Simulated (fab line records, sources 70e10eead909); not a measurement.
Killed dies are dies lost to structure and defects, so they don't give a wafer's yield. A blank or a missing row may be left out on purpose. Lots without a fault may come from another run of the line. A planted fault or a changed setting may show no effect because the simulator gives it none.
Chamber matching | flow nand_harc | NHARC_THIN_TSV_DESCUM_14 on rie_diel-05: 4 sister chambers
The step chemistry O2, time 3 s. 16 wafers are shown with their chamber, then 8 later ones without.

WAFERS WITH THEIR CHAMBER
wafer  | chamber | showerhead_plenum_p_Torr (Torr) | drypump_motor_current_A (A) | rf_vpp_V (V)
L074.1 | 1       | 1.97                            | 5.6                         | 56.2
L074.5 | 3       | 1.81                            | 5.0                         | 57.8
L074.6 | 0       | 1.97                            | 6.4                         | 59.9
L084.1 | 2       | 2.01                            | 6.1                         | 58.1
L084.5 | 1       | 1.97                            | 5.6                         | 57.7
L084.6 | 2       | 2.01                            | 6.1                         | 58.1
L086.1 | 1       | 1.97                            | 5.5                         | 58.0
L086.3 | 3       | 1.81                            | 5.0                         | 55.8
L086.5 | 0       | 1.97                            | 6.5                         | 58.5
L088.1 | 0       | 1.97                            | 6.4                         | 58.4
L088.2 | 3       | 1.81                            | 5.0                         | 58.2
L088.4 | 0       | 1.96                            | 6.4                         | 57.5
L090.1 | 1       | 1.97                            | 5.6                         | 58.2
L090.3 | 2       | 2.01                            | 6.1                         | 58.2
L090.5 | 0       | 1.97                            | 6.4                         | 57.5
L089.3 | 1       | 1.97                            | 5.6                         | 58.6

SIGNATURES (means of the wafers above)
reading                  | chamber 0 | chamber 1 | chamber 2 | chamber 3 | scatter within a chamber
showerhead_plenum_p_Torr | 1.9680    | 1.9700    | 2.0100    | 1.8100    | 0.00258
drypump_motor_current_A  | 6.420     | 5.580     | 6.100     | 5.000     | 0.0365
rf_vpp_V                 | 58.360    | 57.740    | 58.133    | 57.267    | 0.939
Rule: a wafer's distance from a chamber is the root of the sum, over the readings, of the square of ((its reading less the chamber's mean) divided by the reading's scatter). The wafer belongs to the nearest chamber; if the next one is less than 2 further off, it can't be placed. The scatter: the root of (the sum of the squares of (reading less its chamber's mean) over the shown wafers, divided by (wafers less chambers)).

WAFERS WITHOUT THEIR CHAMBER
wafer  | showerhead_plenum_p_Torr (Torr) | drypump_motor_current_A (A) | rf_vpp_V (V)
L089.5 | 2.01                            | 6.2                         | 57.0
L089.6 | 1.97                            | 5.6                         | 58.8
L094.1 | 1.96                            | 6.4                         | 57.3
L094.3 | 1.81                            | 5.0                         | 56.5
L094.6 | 1.81                            | 5.0                         | 58.4
L095.3 | 1.96                            | 6.4                         | 57.6
L095.5 | 1.81                            | 5.0                         | 57.1
L095.6 | 1.96                            | 6.4                         | 57.5

WHICH CHAMBER EACH WENT THROUGH
wafer  | from the rows above | in truth
L089.5 | 2                   | 2
L089.6 | 1                   | 1
L094.1 | 0                   | 0
L094.3 | 3                   | 3
L094.6 | 3                   | 3
L095.3 | 0                   | 0
L095.5 | 3                   | 3
L095.6 | 0                   | 0
Placed correctly: 8 of 8. Can't be placed from these rows: 0. Placed wrongly: 0.
